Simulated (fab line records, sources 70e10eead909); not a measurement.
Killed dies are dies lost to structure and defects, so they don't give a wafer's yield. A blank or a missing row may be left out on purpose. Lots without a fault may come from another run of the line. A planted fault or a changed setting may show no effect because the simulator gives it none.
fab line records | flow nand_harc | part 2 of 2: steps 5 to 6 of 6
record lots=22 wafers=66 last_day=24
route steps=1159 shown A_SLIT@794 A_WL_FILL@833 A_CONTACT@857
lots that met no fault: from a run of the same line without faults
start_h: hours from the record's first day to the start of the lot's first wafer shown | wait_h: hours since the lot's step before | " the same as in the row above | L1.1+2: a row that stands for several wafers | - no value, or no start given | * or withheld: withheld | < > ~ a bound
route shown NAME@n: a module of which the file shows steps, and the number in the route of the first | usual: mean/standard deviation of fault-free wafers | same: alike in all rows | chamber/n: place in a boat | sites: the reading at each site | _std_site: their standard deviation | _edge_site: outer sites' mean less inner sites' | radius_mm: how far each site lies from the wafer's centre | mask NAME#n: copy n | behind: the tool/chamber that last shaped the wafer | hold: why the lot was held/for how many hours/how that ended | device: the transistor (n, p or np) that didn't switch | end of line: the same wafers' tests at the end of the route | a step without rows: its recipe alone | killed: dies lost to structure and defects at the first sort, not the wafer's yield | map: a wafer's dies, x killed, . not, _ none there
set.NAME: the setting as run; set.NAME@STEP: as run at that earlier step | model.NAME: the simulator's own value behind a step, which no gauge read
steps of the route over a sample of lots; a table a step, a row a wafer
services: from which hour (start_h, from the record's first day; less than 0 if before it) a tool's chamber was out of use, for how many hours, and why
## steps
# step NHARC_A_CONTACT_ETCH_50
# recipe target_depth_a=847 time_s=42.4 cf4_flow_sccm=100 chf3_flow_sccm=30 ar_flow_sccm=0 rf_w=500 bias_w=200 chemistry=CF4/CHF3
# usual drypump_motor_current_A=5.8/0.48 oes_product_au=0.952/0.021 rf_vpp_V=371.6/2 showerhead_plenum_p_Torr=1.60/0.057 throttle_valve_pct=16.802/0.0084
# columns lot.wafer tool chamber start_h wait_h drypump_motor_current_A oes_product_au rf_hours_counter_h rf_vpp_V showerhead_plenum_p_Torr throttle_valve_pct
L074.4 rie_diel-12 2 - - 6.3 0.953 30 374.1 1.67 16.805
L074.1 " 0 " " 5.3 0.966 32 368.3 1.56 16.806
L074.5 " 2 " " 6.3 0.957 - 373.4 1.67 16.805
L076.4 rie_diel-09 0 - - 5.7 0.913 50 366.2 1.47 16.797
L076.3 " 1 " " 6.8 0.916 51 370.7 1.56 16.795
L076.5 " 0 " " 5.7 0.912 - 368.4 1.47 16.800
L078.2 rie_diel-12 2 - - 6.3 0.983 1 374.0 1.67 16.796
L078.1 " 1 " " 6.2 0.977 1 372.0 1.62 16.813
L078.6 " 2 " " 6.3 0.984 - 374.2 1.67 16.810
L075.4 rie_diel-12 3 - - 5.3 0.964 1 372.0 1.64 16.820
L075.2 " 1 " " 6.2 0.979 1 371.7 1.62 16.797
L075.6 " 2 " " 6.3 0.982 - 373.7 1.67 16.805
L077.4 rie_diel-09 1 - - 6.8 0.917 57 370.2 1.55 16.821
L077.5 " 3 " " 5.3 0.925 - 372.3 1.60 16.810
L077.6 " 0 " " 5.7 0.905 - 368.1 1.47 16.804
L081.3 rie_diel-12 0 - - 5.4 0.988 2 369.6 1.55 16.800
L081.2 " 2 " " 6.3 0.966 2 373.2 1.67 16.804
L081.5 " 0 " " 5.4 0.983 - 370.0 1.55 16.798
L080.1 rie_diel-09 3 - - 5.3 0.920 61 371.2 1.60 16.797
L080.2 " 1 " " 6.8 0.922 59 369.7 1.55 16.808
L080.6 " 0 " " 5.7 0.899 - 368.0 1.47 16.797
L082.3 rie_diel-13 2 - - 6.3 0.926 47 368.6 1.50 16.795
L082.1 " 1 " " 5.7 0.920 50 372.9 1.67 16.798
L082.6 " 2 " " 6.3 0.921 - 368.7 1.50 16.808
L079.4 rie_diel-12 1 - - 6.2 0.977 4 372.2 1.62 16.807
L079.2 " 2 " " 6.3 0.976 5 373.0 1.67 16.805
L079.6 " 0 " " 5.3 0.970 - 370.4 1.55 16.790
L084.4 rie_diel-12 2 - - 6.3 0.967 7 373.7 1.67 16.808
L084.1 " 0 " " 5.3 0.965 7 370.3 1.55 16.795
L084.2 " 1 " " 6.2 0.945 7 372.5 1.62 16.805
L083.1 rie_diel-12 2 - - 6.3 0.946 8 374.0 1.67 16.788
L083.3 " 3 " " 5.2 0.955 8 373.7 1.64 16.806
L083.5 " 3 " " 5.2 0.955 - 371.8 1.64 16.800
L086.2 rie_diel-13 1 - - 5.7 0.933 57 373.9 1.67 16.791
L086.4 " 2 " " 6.3 0.929 54 368.2 1.49 16.799
L086.5 " 1 " " 5.7 0.933 - 373.1 1.67 16.797
L085.1 rie_diel-09 1 - - 6.8 0.943 1 368.2 1.55 16.803
L085.3 " 2 " " 5.3 0.945 1 371.3 1.62 16.815
L085.5 " 1 " " 6.7 0.947 - 369.6 1.55 16.797
L087.4 rie_diel-13 2 - - 6.3 0.942 55 368.3 1.49 16.802
L087.5 " 1 " " 5.7 0.917 - 374.4 1.67 16.800
L087.6 " 2 " " 6.3 0.928 - 368.1 1.49 16.803
L089.1 rie_diel-12 2 - - 6.3 0.987 14 374.2 1.67 16.803
L089.5 " 2 " " 6.3 0.987 - 373.6 1.67 16.803
L089.6 " 3 " " 5.2 0.984 - 373.7 1.64 16.803
L088.4 rie_diel-12 1 - - 6.2 0.946 15 372.6 1.62 16.796
L088.3 " 2 " " 6.3 0.945 16 374.5 1.67 16.809
L088.6 " 3 " " 5.2 0.958 - 373.2 1.64 16.796
L090.3 rie_diel-09 1 - - 6.7 0.963 17 369.0 1.55 16.799
L090.2 " 3 " " 5.3 0.977 16 369.1 1.59 16.813
L090.1 " 0 " " 5.7 0.961 14 373.7 1.70 16.815
L092.1 rie_diel-12 1 - - 6.2 0.979 15 372.1 1.62 16.819
L092.4 " 2 " " 6.3 0.976 17 372.6 1.67 16.805
L092.3 " 0 " " 5.3 0.960 15 369.5 1.55 16.799
L096.1 rie_diel-12 1 - - 6.2 0.957 17 373.3 1.62 16.795
L096.3 " 3 " " 5.3 0.935 19 374.4 1.64 16.800
L096.5 " 2 " " 6.3 0.954 - 373.3 1.67 16.807
L094.2 rie_diel-13 0 - - 5.9 0.938 10 372.4 1.59 16.813
L094.1 " 2 " " 6.3 0.937 5 368.3 1.49 16.815
L094.5 " 3 " " 5.4 0.947 - 368.7 1.55 16.808
L095.4 rie_diel-12 3 - - 5.2 0.947 22 372.3 1.64 16.795
L095.2 " 1 " " 6.2 0.960 19 374.0 1.62 16.800
L095.6 " 3 " " 5.3 0.946 - 373.4 1.64 16.803
L097.2 rie_diel-12 2 - - 6.3 0.969 24 373.8 1.67 16.800
L097.3 " 3 " " 5.3 0.961 24 371.7 1.64 16.807
L097.1 " 1 " " 6.1 0.980 22 371.6 1.62 16.807
# step NHARC_A_CONTACT_ETCH_121
# recipe source_w=withheld pressure_mtorr=20 bias_v=3000 time_s=94 target_depth_a=9220 ar_flow_sccm=withheld c4f8_flow_sccm=withheld o2_flow_sccm=withheld chemistry=C4F8/O2/Ar
# usual oes_air_line_au=0.999/0.02
# columns lot.wafer tool chamber start_h wait_h oes_air_line_au rf_hours_counter_h
L074.1 har_cap_etch-01 0 371.22 0.1 1.021 56
L074.4 " 1 " " 0.973 -
L074.5 " 0 " " 1.010 -
L076.4 har_cap_etch-02 1 398.31 0.1 1.037 -
L076.3 " 0 " " 0.983 -
L076.5 " 0 " " 1.005 -
L078.2 har_cap_etch-01 0 402.59 0.1 0.999 58
L078.1 " 1 " " 1.006 58
L078.6 " 0 " " 0.978 -
L075.2 har_cap_etch-03 1 405.16 0.1 1.005 84
L075.4 " 0 " " 1.025 -
L075.6 " 1 " " 1.012 -
L077.4 har_cap_etch-01 0 409.40 0.1 0.983 -
L077.5 " 0 " " 0.990 -
L077.6 " 1 " " 0.984 -
L081.2 har_cap_etch-03 0 410.62 0.1 0.925 85
L081.3 " 0 " " 0.994 -
L081.5 " 1 " " 0.985 -
L080.1 har_cap_etch-02 1 416.65 0.1 0.962 14
L080.2 " 0 " " 1.063 14
L080.6 " 1 " " 0.989 -
L082.1 har_cap_etch-01 0 422.60 0.1 0.989 63
L082.3 " 1 " " 0.991 -
L082.6 " 0 " " 1.007 -
L079.2 har_cap_etch-02 0 428.07 0.1 1.008 16
L079.4 " 1 " " 1.027 -
L079.6 " 1 " " 0.999 -
L084.2 har_cap_etch-01 1 434.43 0.1 1.013 65
L084.1 " 0 " " 0.993 65
L084.4 " 0 " " 1.012 -
L083.1 har_cap_etch-03 0 436.70 0.1 1.032 91
L083.3 " 0 " " 1.016 -
L083.5 " 0 " " 0.980 -
L086.2 har_cap_etch-03 1 440.80 0.1 0.978 92
L086.4 " 0 " " 1.000 -
L086.5 " 0 " " 1.018 -
L085.1 har_cap_etch-02 1 445.53 0.1 1.018 22
L085.3 " 0 " " 1.025 -
L085.5 " 1 " " 1.001 -
L087.4 har_cap_etch-03 0 445.91 0.1 0.994 -
L087.6 " 1 " " 1.017 -
L087.5 " 0 " " 0.986 -
L089.1 har_cap_etch-02 1 458.42 0.1 1.004 25
L089.6 " 0 " " 0.990 -
L089.5 " 1 " " 0.986 -
L088.4 har_cap_etch-03 0 475.53 0.1 1.002 -
L088.3 " 1 " " 0.975 -
L088.6 " 0 " " 1.014 -
L090.2 har_cap_etch-02 1 478.96 0.1 1.018 27
L090.1 " 0 " " 0.981 27
L090.3 " 1 " " 0.998 -
L092.1 har_cap_etch-01 0 480.76 0.1 0.990 74
L092.4 " 1 " " 1.024 -
L092.3 " 0 " " 1.006 -
L096.1 har_cap_etch-03 1 486.85 0.1 0.988 100
L096.3 " 0 " " 0.996 -
L096.5 " 1 " " 1.008 -
L094.1 har_cap_etch-02 1 487.36 0.1 1.011 30
L094.2 " 0 " " 0.994 30
L094.5 " 0 " " 1.022 -
L095.2 har_cap_etch-02 1 497.48 0.1 1.003 32
L095.4 " 0 " " 1.001 -
L095.6 " 0 " " 0.981 -
L097.1 har_cap_etch-03 1 516.29 0.1 1.025 106
L097.2 " 0 " " 1.005 106
L097.3 " 0 " " 0.988 -
## services
# columns tool chamber start_h hours kind
cvd_w-01 - 295.01 13.0 pm
rie_diel-13 - 296.68 1.2 repair
rie_diel-07 2 301.94 2.4 repair
har_cap_etch-02 - 305.00 17.0 pm
rie_diel-09 0 305.02 1.4 repair
rie_diel-02 - 327.70 9.0 pm
rie_diel-07 3 337.54 5.3 repair
rie_diel-06 - 342.28 0.6 repair
rie_diel-06 - 342.88 1.2 repair
cvd_w-02 - 376.32 13.0 pm
rie_diel-02 2 382.50 8.2 repair
rie_diel-12 - 388.69 0.5 repair
rie_diel-02 0 388.96 12.8 repair
rie_diel-07 2 404.52 7.0 repair
har_cap_etch-03 - 416.17 0.5 repair
rie_diel-06 - 418.20 9.0 pm
rie_diel-09 - 431.16 9.0 pm
rie_diel-13 - 453.36 9.0 pm
rie_diel-09 0 458.56 6.1 repair
rie_diel-02 3 463.07 2.8 repair
rie_diel-06 2 470.94 14.3 repair
cvd_w-01 - 477.95 13.0 pm
rie_diel-02 0 486.28 77.2 repair
rie_diel-02 - 504.70 9.0 pm
